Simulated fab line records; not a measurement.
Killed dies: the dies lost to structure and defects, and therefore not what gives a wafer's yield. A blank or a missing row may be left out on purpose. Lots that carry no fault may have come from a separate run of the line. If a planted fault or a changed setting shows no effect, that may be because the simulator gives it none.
What tool caused it? + flow nandHarc + 24 lots with 72 wafers sampled at 5 steps, on a route of 1302 steps

== WHAT THE GAUGES SHOWED, per wafer ==
NHARC_P_GATE_CD_MEAS_33.
| lot  | measured     | on       | cdNm (nm)         |
|------|--------------|----------|-------------------|
| L074 | day 5 01:52  | cdSem-03 | 122.2 121.5 121.2 |
| L075 | day 5 10:27  | cdSem-02 | 120.8 119.7 121.5 |
| L076 | day 5 23:11  | cdSem-02 | 118.4 119.0 118.8 |
| L077 | day 6 14:04  | cdSem-03 | 119.8 120.5 118.0 |
| L078 | day 6 14:35  | cdSem-02 | 117.6 120.9 117.6 |
| L079 | day 6 23:46  | cdSem-01 | 117.5 120.0 118.6 |
| L080 | day 7 16:04  | cdSem-02 | 118.9 121.6 121.0 |
| L081 | day 7 21:16  | cdSem-02 | 120.5 121.3 118.5 |
| L082 | day 8 16:07  | cdSem-03 | 118.6 117.9 119.7 |
| L083 | day 8 20:39  | cdSem-02 | 119.2 117.9 122.9 |
| L084 | day 9 03:13  | cdSem-03 | 122.6 120.6 118.6 |
| L085 | day 9 14:44  | cdSem-03 | 121.1 121.0 120.3 |
| L086 | day 9 20:31  | cdSem-03 | 119.5 122.8 120.0 |
| L087 | day 10 07:57 | cdSem-01 | 119.1 118.6 117.4 |
| L088 | day 11 04:17 | cdSem-02 | 120.2 120.6 120.3 |
| L089 | day 11 04:13 | cdSem-03 | 117.8 124.1 119.7 |
| L090 | day 11 17:02 | cdSem-03 | 120.9 121.3 120.0 |
| L091 | day 11 22:42 | cdSem-02 | 120.2 121.8 119.9 |
| L092 | day 12 16:44 | cdSem-01 | 123.2 122.4 122.1 |
| L093 | day 12 21:22 | cdSem-02 | 120.3 118.9 120.0 |
| L094 | day 13 08:36 | cdSem-02 | 122.4 121.0 120.4 |
| L095 | day 13 14:39 | cdSem-02 | 118.4 117.5 122.1 |
| L096 | day 14 05:02 | cdSem-02 | 118.8 121.6 121.3 |
| L097 | day 14 19:14 | cdSem-01 | 117.6 120.3 122.2 |

NHARC_P_M0_CD_MEAS_09: the cd target is 90 nm.
| lot  | measured     | on       | cdNm (nm)      |
|------|--------------|----------|----------------|
| L074 | day 6 00:58  | cdSem-03 | 89.1 89.8 90.0 |
| L075 | day 6 09:33  | cdSem-02 | 89.7 89.4 89.5 |
| L076 | day 6 22:23  | cdSem-02 | 89.2 89.2 89.6 |
| L077 | day 7 13:32  | cdSem-01 | 90.7 90.0 90.2 |
| L078 | day 7 13:50  | cdSem-02 | 90.9 90.5 90.5 |
| L079 | day 7 23:15  | cdSem-03 | 90.4 89.6 89.5 |
| L080 | day 8 15:25  | cdSem-02 | 91.2 91.3 90.8 |
| L081 | day 8 20:29  | cdSem-02 | 89.4 90.0 89.8 |
| L082 | day 9 15:49  | cdSem-03 | 90.8 90.4 91.0 |
| L083 | day 9 22:25  | cdSem-02 | 89.7 89.6 89.4 |
| L084 | day 10 02:16 | cdSem-03 | 90.8 90.1 90.3 |
| L085 | day 10 14:56 | cdSem-03 | 90.2 90.0 89.5 |
| L086 | day 10 20:50 | cdSem-01 | 90.4 90.5 90.2 |
| L087 | day 11 06:58 | cdSem-03 | 90.3 90.5 90.9 |
| L088 | day 12 04:34 | cdSem-03 | 90.7 90.1 90.2 |
| L089 | day 12 03:48 | cdSem-02 | 90.2 90.2 89.8 |
| L090 | day 12 18:17 | cdSem-01 | 89.1 89.9 89.3 |
| L091 | day 12 22:04 | cdSem-03 | 89.9 89.3 89.9 |
| L092 | day 13 18:08 | cdSem-02 | 90.0 89.6 89.9 |
| L093 | day 13 22:29 | cdSem-03 | 89.8 89.7 89.5 |
| L094 | day 14 12:02 | cdSem-03 | 90.1 90.6 90.3 |
| L095 | day 14 13:46 | cdSem-01 | 89.9 89.6 90.3 |
| L096 | day 15 06:17 | cdSem-01 | 90.3 89.8 90.1 |
| L097 | day 15 23:25 | cdSem-01 | 88.7 89.1 88.6 |

== EACH LOT AND THE TOOL THAT RAN IT (in order: tool; ch and the chambers of the sampled wafers; start) ==
| lot  | NHARC_P_ZERO_WELL_DESCUM_13       | NHARC_P_ZERO_WELL_ETCH_65         | NHARC_P_GATE_ETCH_32            |
|------|-----------------------------------|-----------------------------------|---------------------------------|
| L074 | rieDiel-04 ch 1,2,3, day 1 21:23  | rieDiel-04 ch 0,2,3, day 1 21:28  | rieSi-02 ch 0,1,2, day 5 01:30  |
| L075 | rieDiel-04 ch 0,1,2, day 2 07:17  | rieDiel-04 ch 1,3, day 2 07:22    | rieSi-04 ch 0,3, day 5 10:07    |
| L076 | rieDiel-04 ch 2,3, day 2 17:25    | rieDiel-04 ch 0,3, day 2 17:29    | rieSi-01 ch 1,2, day 5 22:50    |
| L077 | rieDiel-03 ch 1,2,3, day 3 03:25  | rieDiel-03 ch 0,1, day 3 03:29    | rieSi-04 ch 0,2,3, day 6 13:43  |
| L078 | rieDiel-03 ch 0,2,3, day 3 13:34  | rieDiel-03 ch 0,2,3, day 3 13:39  | rieSi-02 ch 1,2, day 6 14:15    |
| L079 | rieDiel-03 ch 0,3, day 3 23:23    | rieDiel-03 ch 0,1, day 3 23:29    | rieSi-01 ch 2,3, day 6 23:25    |
| L080 | rieDiel-10 ch 0,2,3, day 4 09:18  | rieDiel-10 ch 1,2, day 4 09:23    | rieSi-04 ch 0,3, day 7 15:44    |
| L081 | rieDiel-10 ch 0,1,2, day 4 19:25  | rieDiel-10 ch 0,2, day 4 19:31    | rieSi-04 ch 0,1,3, day 7 20:56  |
| L082 | rieDiel-03 ch 0,1,3, day 5 05:25  | rieDiel-03 ch 0,1,2, day 5 05:30  | rieSi-01 ch 0,2, day 8 15:47    |
| L083 | rieDiel-04 ch 0,1,2, day 5 15:16  | rieDiel-04 ch 0,1,2, day 5 15:21  | rieSi-02 ch 0,1,3, day 8 20:20  |
| L084 | rieDiel-03 ch 0,1, day 6 01:25    | rieDiel-03 ch 0,1,2, day 6 01:30  | rieSi-02 ch 2,3, day 9 02:53    |
| L085 | rieDiel-04 ch 1,2, day 6 11:16    | rieDiel-04 ch 2,3, day 6 11:21    | rieSi-01 ch 0,1, day 9 14:24    |
| L086 | rieDiel-04 ch 1,3, day 6 21:17    | rieDiel-04 ch 0,2, day 6 21:23    | rieSi-04 ch 0,1,2, day 9 20:13  |
| L087 | rieDiel-04 ch 1,2,3, day 7 07:23  | rieDiel-04 ch 1,2,3, day 7 07:28  | rieSi-01 ch 0,1,3, day 10 07:37 |
| L088 | rieDiel-10 ch 0,1,3, day 7 17:16  | rieDiel-10 ch 0,1,3, day 7 17:22  | rieSi-04 ch 0,1,2, day 11 03:58 |
| L089 | rieDiel-10 ch 0,1, day 8 03:24    | rieDiel-10 ch 0,1,2, day 8 03:29  | rieSi-02 ch 0,3, day 11 03:51   |
| L090 | rieDiel-03 ch 0,1,3, day 8 13:26  | rieDiel-03 ch 1,3, day 8 13:34    | rieSi-04 ch 2,3, day 11 16:42   |
| L091 | rieDiel-03 ch 1,2,3, day 8 23:29  | rieDiel-03 ch 1,2, day 8 23:34    | rieSi-01 ch 0,1,3, day 11 22:23 |
| L092 | rieDiel-04 ch 0,3, day 9 09:24    | rieDiel-04 ch 0,1,2, day 9 09:29  | rieSi-01 ch 1,3, day 12 16:23   |
| L093 | rieDiel-03 ch 0,3, day 9 19:39    | rieDiel-03 ch 0,2, day 9 20:34    | rieSi-01 ch 0,2, day 12 21:02   |
| L094 | rieDiel-10 ch 0,2,3, day 10 06:15 | rieDiel-10 ch 0,1,3, day 10 06:26 | rieSi-04 ch 1,2,3, day 13 08:16 |
| L095 | rieDiel-04 ch 0,1,3, day 10 15:17 | rieDiel-04 ch 0,1, day 10 15:22   | rieSi-02 ch 0,1,2, day 13 14:19 |
| L096 | rieDiel-04 ch 1,2, day 11 01:25   | rieDiel-04 ch 0,1, day 11 01:29   | rieSi-02 ch 0,2,3, day 14 04:44 |
| L097 | rieDiel-10 ch 0,1,3, day 11 11:38 | rieDiel-10 ch 0,1,3, day 11 11:53 | rieSi-04 ch 1,2,3, day 14 18:53 |
- NHARC_P_ZERO_WELL_DESCUM_13: chemistry O2, time 3 s.
- NHARC_P_ZERO_WELL_ETCH_65: etches the open film in N2/H2, target depth 80 nm, overetch 24 nm, time 87.88 s.
- NHARC_P_GATE_ETCH_32: etches the open film in HBr/Cl2, target depth 150 nm, time 100.1 s.

== WHAT THE TOOLS THEMSELVES READ (means of the sampled wafers that have a number; where no wafer has one, the mark that the record gives instead) ==
NHARC_P_ZERO_WELL_DESCUM_13.
| lot  | tool       | drypumpMotorCurrentA (A) | oesProductAu (a.u.) | rfVppV (V) | showerheadPlenumPTorr (Torr) | throttleValvePct (%) |
|------|------------|--------------------------|---------------------|------------|------------------------------|----------------------|
| L074 | rieDiel-04 | 6.0                      | 0.995               | 57.8       | 1.88                         | 11.313               |
| L075 | rieDiel-04 | 5.9                      | 0.999               | 57.3       | 1.90                         | 11.308               |
| L076 | rieDiel-04 | 5.8                      | 1.000               | 57.5       | 1.84                         | 11.317               |
| L077 | rieDiel-03 | 6.0                      | 0.999               | 57.6       | 1.93                         | 11.311               |
| L078 | rieDiel-03 | 6.4                      | 0.996               | 57.6       | 1.93                         | 11.312               |
| L079 | rieDiel-03 | 6.1                      | 0.999               | 57.4       | 1.86                         | 11.309               |
| L080 | rieDiel-10 | 5.8                      | 0.996               | 57.3       | 1.93                         | 11.313               |
| L081 | rieDiel-10 | 6.0                      | 1.002               | 57.6       | 1.96                         | 11.312               |
| L082 | rieDiel-03 | 5.8                      | 0.993               | 57.6       | 1.86                         | 11.315               |
| L083 | rieDiel-04 | 5.9                      | 1.001               | 57.2       | 1.89                         | 11.308               |
| L084 | rieDiel-03 | 5.5                      | 1.002               | 57.6       | 1.78                         | 11.316               |
| L085 | rieDiel-04 | 6.1                      | 1.001               | 58.3       | 1.87                         | 11.314               |
| L086 | rieDiel-04 | 6.2                      | 1.000               | 58.0       | 1.90                         | 11.318               |
| L087 | rieDiel-04 | 6.0                      | 1.001               | 56.4       | 1.87                         | 11.307               |
| L088 | rieDiel-10 | 5.7                      | 0.999               | 58.5       | 1.99                         | 11.312               |
| L089 | rieDiel-10 | 5.9                      | 1.001               | 57.6       | 1.98                         | 11.311               |
| L090 | rieDiel-03 | 5.8                      | 0.995               | 57.6       | 1.85                         | 11.310               |
| L091 | rieDiel-03 | 6.0                      | 1.009               | 58.0       | 1.92                         | 11.313               |
| L092 | rieDiel-04 | 5.5                      | 1.011               | 57.5       | 1.87                         | 11.307               |
| L093 | rieDiel-03 | 6.1                      | 0.991               | 57.5       | 1.92                         | 11.311               |
| L094 | rieDiel-10 | 5.9                      | 1.001               | 57.9       | 1.91                         | 11.299               |
| L095 | rieDiel-04 | 5.8                      | 1.000               | 57.7       | 1.88                         | 11.314               |
| L096 | rieDiel-04 | 6.1                      | 1.013               | 58.0       | 1.86                         | 11.314               |
| L097 | rieDiel-10 | 5.7                      | 0.999               | 58.7       | 1.98                         | 11.315               |

NHARC_P_ZERO_WELL_ETCH_65.
| lot  | tool       | drypumpMotorCurrentA (A) | oesProductAu (a.u.) | rfVppV (V) | showerheadPlenumPTorr (Torr) | throttleValvePct (%) |
|------|------------|--------------------------|---------------------|------------|------------------------------|----------------------|
| L074 | rieDiel-04 | 5.7                      | 1.005               | 429.5      | 1.99                         | 14.168               |
| L075 | rieDiel-04 | 6.2                      | 0.997               | 430.6      | 2.03                         | 14.170               |
| L076 | rieDiel-04 | 5.5                      | 0.994               | 428.5      | 2.00                         | 14.173               |
| L077 | rieDiel-03 | 5.5                      | 0.991               | 426.2      | 1.90                         | 14.170               |
| L078 | rieDiel-03 | 6.3                      | 0.994               | 431.3      | 2.06                         | 14.172               |
| L079 | rieDiel-03 | 5.5                      | 0.991               | 427.1      | 1.90                         | 14.177               |
| L080 | rieDiel-10 | 6.0                      | 1.004               | 433.0      | 2.14                         | 14.166               |
| L081 | rieDiel-10 | 6.0                      | 0.998               | 430.9      | 2.05                         | 14.165               |
| L082 | rieDiel-03 | 6.1                      | 0.995               | 429.1      | 1.97                         | 14.164               |
| L083 | rieDiel-04 | 5.9                      | 0.996               | 429.9      | 2.01                         | 14.177               |
| L084 | rieDiel-03 | 6.0                      | 1.002               | 428.4      | 1.97                         | 14.181               |
| L085 | rieDiel-04 | 5.8                      | 0.997               | 428.2      | 1.95                         | 14.165               |
| L086 | rieDiel-04 | 5.8                      | 0.999               | 428.7      | 1.98                         | 14.180               |
| L087 | rieDiel-04 | 6.0                      | 1.001               | 429.2      | 1.99                         | 14.159               |
| L088 | rieDiel-10 | 5.7                      | 0.998               | 432.7      | 2.12                         | 14.171               |
| L089 | rieDiel-10 | 6.0                      | 1.007               | 432.0      | 2.08                         | 14.168               |
| L090 | rieDiel-03 | 5.5                      | 1.006               | 428.4      | 1.97                         | 14.172               |
| L091 | rieDiel-03 | 6.3                      | 1.001               | 430.2      | 2.04                         | 14.161               |
| L092 | rieDiel-04 | 5.9                      | 1.008               | 430.5      | 2.00                         | 14.175               |
| L093 | rieDiel-03 | 6.6                      | 0.996               | 430.3      | 2.03                         | 14.169               |
| L094 | rieDiel-10 | 5.7                      | 1.007               | 432.3      | 2.11                         | 14.169               |
| L095 | rieDiel-04 | 6.1                      | 1.005               | 430.5      | 2.04                         | 14.178               |
| L096 | rieDiel-04 | 5.7                      | 1.002               | 429.9      | 2.02                         | 14.166               |
| L097 | rieDiel-10 | 5.7                      | 1.001               | 431.8      | 2.11                         | 14.171               |

NHARC_P_GATE_ETCH_32.
| lot  | tool     | drypumpMotorCurrentA (A) | oesProductAu (a.u.) | throttleValvePct (%) |
|------|----------|--------------------------|---------------------|----------------------|
| L074 | rieSi-02 | 6.0                      | 1.008               | 26.398               |
| L075 | rieSi-04 | 6.2                      | 1.001               | 26.412               |
| L076 | rieSi-01 | 5.8                      | 1.003               | 26.417               |
| L077 | rieSi-04 | 6.1                      | 0.998               | 26.419               |
| L078 | rieSi-02 | 5.8                      | 1.014               | 26.410               |
| L079 | rieSi-01 | 6.0                      | 0.999               | 26.403               |
| L080 | rieSi-04 | 6.1                      | 1.002               | 26.403               |
| L081 | rieSi-04 | 6.3                      | 1.004               | 26.400               |
| L082 | rieSi-01 | 5.8                      | 0.999               | 26.410               |
| L083 | rieSi-02 | 6.3                      | 1.006               | 26.401               |
| L084 | rieSi-02 | 6.3                      | 1.000               | 26.405               |
| L085 | rieSi-01 | 5.3                      | 1.001               | 26.406               |
| L086 | rieSi-04 | 6.1                      | 0.998               | 26.401               |
| L087 | rieSi-01 | 5.4                      | 0.996               | 26.407               |
| L088 | rieSi-04 | 6.1                      | 0.997               | 26.410               |
| L089 | rieSi-02 | 6.4                      | 1.001               | 26.402               |
| L090 | rieSi-04 | 6.3                      | 1.000               | 26.403               |
| L091 | rieSi-01 | 5.4                      | 1.007               | 26.408               |
| L092 | rieSi-01 | 5.7                      | 0.995               | 26.400               |
| L093 | rieSi-01 | 5.8                      | 0.990               | 26.407               |
| L094 | rieSi-04 | 6.2                      | 1.003               | 26.400               |
| L095 | rieSi-02 | 6.0                      | 1.000               | 26.412               |
| L096 | rieSi-02 | 6.1                      | 0.999               | 26.401               |
| L097 | rieSi-04 | 6.2                      | 1.001               | 26.408               |

== THE ANSWER, worked out from the rows above alone ==
Rule: the usual values come from the lots themselves. Put in order of their means at a reading, lots are off if they are a third of the lots or fewer, leave a main group of 4 or more, and stand apart from it by a gap of 3 or more times the standard deviation of the main group's means; of several such gaps the widest counts. If all means in a main group match to the digits the tables above print for the reading, that group is not used. A lot without any number at a reading at which 4 lots or more have one is off too. All remaining lots with rows at the step are treated as sound. Order of review: gauges by route order, followed by the tools' own readings, for which a lot's mean as printed above is used. The first step at which some lot is off is used, and at that step the reading that is off furthest; a lot without a number counts as furthest.
None of the lots is off at any reading shown; this tells nothing.

== WHAT THE SIMULATOR HAD PUT IN ==
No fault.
